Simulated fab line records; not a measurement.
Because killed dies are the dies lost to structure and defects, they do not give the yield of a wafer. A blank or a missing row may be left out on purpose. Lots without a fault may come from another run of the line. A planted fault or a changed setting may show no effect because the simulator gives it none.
Split-lot trial || flow n5 finfet || 7 lots, 21 wafers read, on a route of 1938 steps

## THE SPLIT
At N5_BEOL_M7_ETCH_41 (etches SiCN in CH3F/O2, target depth 31.9 nm, time 57.8 s), the setting source w was moved away from the recipe's 395 W on 6 of the 21 wafers read, by +6.4% to +15.8%. All remaining wafers had this setting at the recipe value.

The reading is taken at the split's own step.

## THE READING
rf vpp V, in V, at N5_BEOL_M7_ETCH_41 (etches SiCN in CH3F/O2, target depth 31.9 nm, time 57.8 s). Typical for fault-free wafers on this fab line: 297.1 V, with standard deviation 1.6 V.

{"wafer": "L074.1", "tool, chamber at the split": "rie diel-01, 1", "source w as run, W": 444.9, "against the recipe": "+12.6%", "rf vpp V, V": 283.3, "against lot-mates on the recipe": -13.9}
{"wafer": "L074.2", "tool, chamber at the split": "rie diel-01, 0", "source w as run, W": 395, "against the recipe": "recipe", "rf vpp V, V": 297.2, "against lot-mates on the recipe": "-"}
{"wafer": "L074.6", "tool, chamber at the split": "rie diel-01, 0", "source w as run, W": 444.9, "against the recipe": "+12.6%", "rf vpp V, V": 284.5, "against lot-mates on the recipe": -12.7}
{"wafer": "L078.2", "tool, chamber at the split": "rie diel-06, 3", "source w as run, W": 457.5, "against the recipe": "+15.8%", "rf vpp V, V": 282.6, "against lot-mates on the recipe": -16.1}
{"wafer": "L078.3", "tool, chamber at the split": "rie diel-06, 2", "source w as run, W": 395, "against the recipe": "recipe", "rf vpp V, V": 298.7, "against lot-mates on the recipe": "-"}
{"wafer": "L078.4", "tool, chamber at the split": "rie diel-06, 0", "source w as run, W": 457.5, "against the recipe": "+15.8%", "rf vpp V, V": 284.0, "against lot-mates on the recipe": -14.7}
{"wafer": "L080.1", "tool, chamber at the split": "rie diel-06, 0", "source w as run, W": 395, "against the recipe": "recipe", "rf vpp V, V": 299.1, "against lot-mates on the recipe": "-"}
{"wafer": "L080.3", "tool, chamber at the split": "rie diel-06, 3", "source w as run, W": 395, "against the recipe": "recipe", "rf vpp V, V": 296.4, "against lot-mates on the recipe": "-"}
{"wafer": "L080.4", "tool, chamber at the split": "rie diel-06, 1", "source w as run, W": 395, "against the recipe": "recipe", "rf vpp V, V": 298.4, "against lot-mates on the recipe": "-"}
{"wafer": "L081.2", "tool, chamber at the split": "rie diel-01, 2", "source w as run, W": 395, "against the recipe": "recipe", "rf vpp V, V": 301.1, "against lot-mates on the recipe": "-"}
{"wafer": "L081.4", "tool, chamber at the split": "rie diel-01, 0", "source w as run, W": 395, "against the recipe": "recipe", "rf vpp V, V": 298.5, "against lot-mates on the recipe": "-"}
{"wafer": "L081.5", "tool, chamber at the split": "rie diel-01, 1", "source w as run, W": 395, "against the recipe": "recipe", "rf vpp V, V": 295.0, "against lot-mates on the recipe": "-"}
{"wafer": "L089.1", "tool, chamber at the split": "rie diel-03, 1", "source w as run, W": 395, "against the recipe": "recipe", "rf vpp V, V": 295.9, "against lot-mates on the recipe": "-"}
{"wafer": "L089.2", "tool, chamber at the split": "rie diel-03, 3", "source w as run, W": 395, "against the recipe": "recipe", "rf vpp V, V": 294.7, "against lot-mates on the recipe": "-"}
{"wafer": "L089.3", "tool, chamber at the split": "rie diel-03, 0", "source w as run, W": 395, "against the recipe": "recipe", "rf vpp V, V": 298.7, "against lot-mates on the recipe": "-"}
{"wafer": "L091.2", "tool, chamber at the split": "rie diel-01, 2", "source w as run, W": 420.1, "against the recipe": "+6.4%", "rf vpp V, V": 292.9, "against lot-mates on the recipe": -3.9}
{"wafer": "L091.4", "tool, chamber at the split": "rie diel-01, 3", "source w as run, W": 395, "against the recipe": "recipe", "rf vpp V, V": 296.8, "against lot-mates on the recipe": "-"}
{"wafer": "L091.5", "tool, chamber at the split": "rie diel-01, 1", "source w as run, W": 420.1, "against the recipe": "+6.4%", "rf vpp V, V": 288.8, "against lot-mates on the recipe": -8.0}
{"wafer": "L093.1", "tool, chamber at the split": "rie diel-01, 2", "source w as run, W": 395, "against the recipe": "recipe", "rf vpp V, V": 299.8, "against lot-mates on the recipe": "-"}
{"wafer": "L093.2", "tool, chamber at the split": "rie diel-01, 0", "source w as run, W": 395, "against the recipe": "recipe", "rf vpp V, V": 295.7, "against lot-mates on the recipe": "-"}
{"wafer": "L093.4", "tool, chamber at the split": "rie diel-01, 1", "source w as run, W": 395, "against the recipe": "recipe", "rf vpp V, V": 296.8, "against lot-mates on the recipe": "-"}

FIT RESULTS
A straight line over all 21 wafers: rf vpp V changes by -0.97 V for each +1% of source w; r = -0.95; the points scatter about the line by 1.8 V.
The same after taking each lot's own level away (the mean of its wafers on the recipe; 21 wafers): -0.999 V for each +1%; r = -0.96; scatter 1.7 V.
According to that fit, moving source w by its largest amount changes the reading by 16 V.
Across the lots, their own levels run from 296.43 to 298.70 V, a range of 1.4 times the standard deviation given above.
So the lot-to-lot level changes the slope little: the two slopes agree.
Check: with one of the wafers moved furthest among these (+15.8%) left out of the fit, the line predicts -15.7 V for it against its lot-mates. It came out at -16.1 V against them.
Tool readings at the split's step, against how far the setting was moved: rf vpp V r = -0.95.

## THESE WAFERS: OTHER SPLITS
Before the reading, these wafers also passed through other splits. Each is held against what the fit with the lots' levels taken away leaves over:
{"other split on the same wafers": "N5_BEOL_M5_COAT_66 spin rpm", "wafers away from the commonest value": 4, "r with rf vpp V (lot level and that fit taken away)": "+0.02"}
{"other split on the same wafers": "N5_BEOL_M6_DESCUM_33 time s", "wafers away from the commonest value": 8, "r with rf vpp V (lot level and that fit taken away)": -0.04}
{"other split on the same wafers": "N5_BEOL_M7_PECVD_70 temp c", "wafers away from the commonest value": 4, "r with rf vpp V (lot level and that fit taken away)": -0.24}
{"other split on the same wafers": "N5_BEOL_M7_TRENCH_ETCH_37 time s", "wafers away from the commonest value": 7, "r with rf vpp V (lot level and that fit taken away)": "+0.21"}

## THE FILE'S OWN FIT
rf vpp V changes by -1 V for each +1% of source w, r = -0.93.
